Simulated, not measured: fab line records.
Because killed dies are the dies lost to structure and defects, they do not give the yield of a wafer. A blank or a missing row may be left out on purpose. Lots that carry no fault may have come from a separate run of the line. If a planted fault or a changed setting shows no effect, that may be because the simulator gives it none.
Which tool is to blame? | flow nandHarc | 11 lots with 33 wafers sampled at 6 steps, on a route of 1302 steps

== WHAT THE GAUGES READ, wafer by wafer ==
NHARC_A_M0_CD_MEAS_09 targets a cd of 80 nm. Usual: cdNm at 79.8 nm, with a standard deviation of 0.72.
lot  | measured     | on       | cdNm (nm)      | flag
L244 | day 22 17:01 | cdSem-03 | 77.9 78.8 80.3 | 
L245 | day 23 10:10 | cdSem-01 | 79.5 79.5 79.2 | 
L250 | day 25 15:35 | cdSem-02 | 78.9 79.2 79.5 | 
L251 | day 26 08:00 | cdSem-01 | 80.3 80.2 80.6 | 
L253 | day 26 19:51 | cdSem-03 | 80.7 79.7 80.5 | 
L257 | day 28 05:59 | cdSem-02 | 79.5 80.3 80.5 | 
L260 | day 30 02:32 | cdSem-02 | 78.4 78.4 79.7 | 
L261 | day 30 13:27 | cdSem-02 | 81.2 80.9 80.8 | 
L263 | day 30 17:08 | cdSem-03 | 79.1 78.0 78.7 | 
L264 | day 31 11:25 | cdSem-02 | 79.4 80.0 79.6 | 
L265 | day 31 22:08 | cdSem-03 | 79.7 79.9 79.8 | 

NHARC_A_M0_OVL_MEAS_10: pitch 160 nm. Usual: overlayXNm -0.4 nm, standard deviation 0.88; overlayYNm -0.1 nm, standard deviation 0.75.
lot  | measured     | on         | overlayXNm (nm) | overlayYNm (nm) | flag
L244 | day 22 17:06 | overlay-01 | -0.9 -0.8 -1.1  | 0.1 -0.2 0.2    | 
L245 | day 23 10:15 | overlay-02 | 0.1 -0.2 -0.3   | -0.7 0.0 -0.8   | 
L250 | day 25 15:40 | overlay-01 | -0.3 -0.2 -0.5  | -0.3 0.6 0.2    | 
L251 | day 26 08:05 | overlay-02 | -0.4 -0.8 -1.1  | -1.4 -2.3 -1.9  | 
L253 | day 26 19:56 | overlay-02 | 0.3 0.1 -0.3    | 0.1 0.4 0.3     | 
L257 | day 28 06:04 | overlay-02 | 0.1 0.6 1.0     | 1.7 1.4 1.6     | 
L260 | day 30 02:37 | overlay-01 | -1.0 -1.0 -1.0  | -0.7 -0.6 -0.2  | 
L261 | day 30 13:32 | overlay-01 | -0.2 -0.8 -0.7  | 0.3 -0.2 0.2    | 
L263 | day 30 17:13 | overlay-01 | -2.1 -1.8 -0.8  | -0.5 -0.6 -0.9  | 
L264 | day 31 11:29 | overlay-02 | -1.6 -1.4 -1.7  | -1.2 -1.0 -1.3  | 
L265 | day 31 22:13 | overlay-02 | -0.9 -1.4 -1.6  | 0.1 -0.5 -0.4   | 

NHARC_A_M0_INSPECT_27. Usual: rawDefectCount at 554, with a standard deviation of 130.
lot  | measured     | on               | rawDefectCount | flag
L244 | day 22 20:01 | defectInspect-02 | 635 702 554    | 
L245 | day 23 12:49 | defectInspect-01 | 530 705 560    | 
L250 | day 25 18:14 | defectInspect-01 | 3187 3137 3082 | OFF
L251 | day 26 10:39 | defectInspect-02 | 3235 3058 3202 | OFF
L253 | day 26 22:48 | defectInspect-02 | 3054 2976 2994 | OFF
L257 | day 28 08:40 | defectInspect-01 | 569 610 508    | 
L260 | day 30 05:11 | defectInspect-02 | 552 567 488    | 
L261 | day 30 16:07 | defectInspect-01 | 456 526 604    | 
L263 | day 30 19:47 | defectInspect-01 | 605 385 632    | 
L264 | day 31 14:05 | defectInspect-01 | 645 545 390    | 
L265 | day 32 00:48 | defectInspect-01 | 723 959 585    | 

NHARC_END_SORT_01. Usual: defectLimitedYield 92.0 %, standard deviation 2.8; killedAtArray 49, standard deviation 18; killedAtOther 0.7, standard deviation 1.1; killedAtPeriphery 4.0, standard deviation 2.6; killedDies 54, standard deviation 19; killedOpen 3.4, standard deviation 1.7; killedShort 2.5, standard deviation 1.7; sort_bin_2_pct 2.8 %, standard deviation 1.2; sort_bin_3_pct 0.6 %, standard deviation 0.4; sort_bin_4_pct 4.5 %, standard deviation 1.5; sortNPass 623, standard deviation 19; sortRimYieldPct 89 %, standard deviation 4.8; sortYieldPct 92.0 %, standard deviation 2.8.
lot  | measured     | on        | defectLimitedYield (%) | killedAtArray | killedAtOther | killedAtPeriphery | killedDies  | killedOpen | killedShort | sort_bin_2_pct (%) | sort_bin_3_pct (%) | sort_bin_4_pct (%) | sortNPass   | sortRimYieldPct (%) | sortYieldPct (%) | flag
L244 | day 24 07:23 | prober-02 | 94.5 92.2 91.7         | 30 49 46      | 1 0 1         | 6 4 9             | 37 53 56    | 2 4 4      | 5 4 2       | 1.9 2.7 3.1        | 0.4 0.6 0.4        | 3.1 4.6 4.7        | 640 624 621 | 89 91 93            | 94.5 92.2 91.7   | 
L245 | day 25 01:35 | prober-01 | 92.6 93.4 92.5         | 50 44 49      | 0 0 0         | 0 1 2             | 50 45 51    | 1 5 2      | 1 3 1       | 2.8 2.2 1.9        | 0.1 0.4 0.6        | 4.4 4.0 5.0        | 627 632 626 | 92 94 88            | 92.6 93.4 92.5   | 
L250 | day 27 09:05 | prober-02 | 0 0 0                  | 674 671 671   | 2 1 1         | 1 5 5             | 677 677 677 | 3 2 4      | 3 1 1       | 5.0 3.7 4.3        | 89.4 91.3 90.0     | 5.6 5.0 5.8        | 0 0 0       | 0 0 0               | 0 0 0            | OFF
L251 | day 28 02:23 | prober-02 | 0 0 0                  | 670 671 670   | 2 2 0         | 5 4 7             | 677 677 677 | 5 3 6      | 3 2 2       | 3.0 3.2 3.7        | 91.6 92.2 88.5     | 5.5 4.6 7.8        | 0 0 0       | 0 0 0               | 0 0 0            | OFF
L253 | day 28 10:43 | prober-02 | 0 0 0                  | 676 672 673   | 0 3 2         | 1 2 2             | 677 677 677 | 1 3 6      | 3 2 4       | 1.0 2.4 1.6        | 95.1 93.9 96.3     | 3.8 3.7 2.1        | 0 0 0       | 0 0 0               | 0 0 0            | OFF
L257 | day 29 21:17 | prober-01 | 90.4 91.6 89.2         | 59 53 64      | 1 1 2         | 5 3 7             | 65 57 73    | 3 3 4      | 3 1 1       | 4.1 2.5 3.4        | 0.4 0.7 0.9        | 5.0 5.2 6.5        | 612 620 604 | 85 86 88            | 90.4 91.6 89.2   | 
L260 | day 31 15:49 | prober-01 | 88.2 85.2 88.6         | 75 93 74      | 0 1 1         | 5 6 2             | 80 100 77   | 5 6 2      | 5 3 4       | 5.0 6.6 3.2        | 0.7 1.5 0.9        | 6.1 6.6 7.2        | 597 577 600 | 86 79 77            | 88.2 85.2 88.6   | 
L261 | day 32 08:43 | prober-01 | 90.4 87.7 87.9         | 63 76 78      | 0 0 0         | 2 7 4             | 65 83 82    | 2 2 4      | 1 1 0       | 3.2 3.5 5.8        | 1.2 1.3 0.7        | 5.2 7.4 5.6        | 612 594 595 | 84 86 83            | 90.4 87.7 87.9   | 
L263 | day 32 16:32 | prober-01 | 93.8 93.2 90.4         | 40 46 63      | 2 0 0         | 0 0 2             | 42 46 65    | 2 1 4      | 3 4 2       | 1.9 3.1 4.6        | 0.7 0.4 0.7        | 3.5 3.2 4.3        | 635 631 612 | 88 88 89            | 93.8 93.2 90.4   | 
L264 | day 33 04:19 | prober-02 | 91.9 89.2 94.2         | 48 65 32      | 4 3 3         | 3 5 4             | 55 73 39    | 3 3 4      | 2 7 1       | 2.5 3.7 2.5        | 0.4 0.7 0.4        | 5.2 6.4 2.8        | 622 604 638 | 91 92 90            | 91.9 89.2 94.2   | 
L265 | day 33 17:06 | prober-02 | 90.4 91.3 92.8         | 62 57 46      | 0 0 0         | 3 2 3             | 65 59 49    | 3 2 2      | 4 1 4       | 3.8 3.0 3.2        | 0.7 1.3 0.7        | 5.0 4.4 3.2        | 612 618 628 | 86 89 89            | 90.4 91.3 92.8   | 

== EACH LOT AND THE TOOL THAT RAN IT (in order: tool; ch and the chambers of the sampled wafers; start) ==
lot  | NHARC_A_M0_DESCUM_14              | NHARC_A_M0_CMP_23
L244 | rieDiel-11 ch 0,2,3, day 22 17:12 | cmp-04 ch 0,1,3, day 22 19:35
L245 | rieDiel-11 ch 0,1, day 23 10:21   | cmp-02 ch 1,2, day 23 12:20
L250 | rieDiel-10 ch 0,2,3, day 25 15:47 | cmp-04 ch 1,2,3, day 25 17:49
L251 | rieDiel-10 ch 0,2,3, day 26 08:11 | cmp-04 ch 0,2,3, day 26 10:11
L253 | rieDiel-11 ch 0,1,2, day 26 20:02 | cmp-04 ch 1,2,3, day 26 22:20
L257 | rieDiel-01 ch 0,1, day 28 06:10   | cmp-02 ch 0,3, day 28 08:13
L260 | rieDiel-10 ch 0,3, day 30 02:43   | cmp-01 ch 1,2,3, day 30 04:47
L261 | rieDiel-11 ch 1,2,3, day 30 13:38 | cmp-04 ch 0,2,3, day 30 15:38
L263 | rieDiel-11 ch 0,2,3, day 30 17:20 | cmp-02 ch 0,1, day 30 19:21
L264 | rieDiel-11 ch 0,3, day 31 11:35   | cmp-04 ch 0,1, day 31 13:38
L265 | rieDiel-11 ch 0,2,3, day 31 22:20 | cmp-01 ch 0,3, day 32 00:19
- NHARC_A_M0_DESCUM_14: chemistry O2, time 3 s.
- NHARC_A_M0_CMP_23: polishes, t overpolish 20 s, target thk 113.75 nm.

== WHAT THE TOOLS THEMSELVES READ (means of the sampled wafers that have a number; where no wafer has one, the mark that the record gives instead) ==
NHARC_A_M0_DESCUM_14. Usual: drypumpMotorCurrentA 5.8 A, standard deviation 0.43; o2FlowSccm 200.1 sccm, standard deviation 0.63; oesProductAu 0.999 a.u., standard deviation 0.01; rfVppV 57.6 V, standard deviation 0.92; showerheadPlenumPTorr 1.88 Torr, standard deviation 0.07; throttleValvePct 11.311 %, standard deviation 0.0092.
lot  | tool       | drypumpMotorCurrentA (A) | o2FlowSccm (sccm) | oesProductAu (a.u.) | rfVppV (V) | showerheadPlenumPTorr (Torr) | throttleValvePct (%) | flag
L244 | rieDiel-11 | 5.9                      | 199.1             | 1.006               | 57.6       | 1.89                         | 11.330               | 
L245 | rieDiel-11 | 6.0                      | 200.0             | 0.987               | 57.8       | 1.95                         | 11.319               | 
L250 | rieDiel-10 | 5.7                      | 199.6             | 1.008               | 56.9       | 1.92                         | 11.303               | 
L251 | rieDiel-10 | 5.7                      | 200.6             | 1.007               | 57.7       | 1.92                         | 11.311               | 
L253 | rieDiel-11 | 5.8                      | 199.7             | 0.997               | 56.9       | 1.88                         | 11.315               | 
L257 | rieDiel-01 | 6.1                      | 199.8             | 0.992               | 58.3       | 1.90                         | 11.316               | 
L260 | rieDiel-10 | 6.0                      | 200.4             | 1.009               | 57.7       | 1.91                         | 11.313               | 
L261 | rieDiel-11 | 5.4                      | 200.3             | 0.992               | 57.4       | 1.82                         | 11.309               | 
L263 | rieDiel-11 | 5.9                      | 199.9             | 0.995               | 57.1       | 1.88                         | 11.305               | 
L264 | rieDiel-11 | 5.7                      | 200.4             | 0.988               | 57.9       | 1.90                         | 11.309               | 
L265 | rieDiel-11 | 5.9                      | 200.8             | 1.002               | 57.6       | 1.88                         | 11.310               | 

NHARC_A_M0_CMP_23. Usual: motorCurrentA 11.8 A, standard deviation 1; timeToEndpointS 28.6 s, standard deviation 3.
lot  | tool   | motorCurrentA (A) | timeToEndpointS (s) | flag
L244 | cmp-04 | 11.0              | 24.2                | 
L245 | cmp-02 | 11.6              | 31.6                | 
L250 | cmp-04 | 11.2              | 37.7                | OFF
L251 | cmp-04 | 11.6              | 37.3                | 
L253 | cmp-04 | 11.2              | 37.2                | 
L257 | cmp-02 | 12.8              | 27.0                | 
L260 | cmp-01 | 11.6              | 26.8                | 
L261 | cmp-04 | 11.6              | 26.0                | 
L263 | cmp-02 | 12.1              | 28.7                | 
L264 | cmp-04 | 11.2              | 28.2                | 
L265 | cmp-01 | 12.1              | 28.4                | 

== THE ANSWER, worked out from the rows above alone ==
Rule: lot off if the mean of its wafers having a number is beyond 3 standard deviations from the usual mean. Also off: a lot with no number at a reading for which 4 or more lots have one. Where the step has rows for the other lots, those lots are counted as sound. After the gauges, taken in route order, come the tools' own readings; for these a lot's mean is taken, as printed above. At the first step where some lot is off, the reading lying furthest off is the one used; lots without a number count as furthest.
Off: L250, L251, L253 (NHARC_A_M0_INSPECT_27, rawDefectCount).
If a tool, at a process step before that reading, ran all the lots that are off and no sound lot after the first of them, it fits. Not tried: the gauges at NHARC_A_M0_INSPECT_27; whatever is off there is also off at NHARC_END_SORT_01, on other tools, and gauge error can't account for it. None of those tried fits.

== WHAT THE SIMULATOR PUT IN ==
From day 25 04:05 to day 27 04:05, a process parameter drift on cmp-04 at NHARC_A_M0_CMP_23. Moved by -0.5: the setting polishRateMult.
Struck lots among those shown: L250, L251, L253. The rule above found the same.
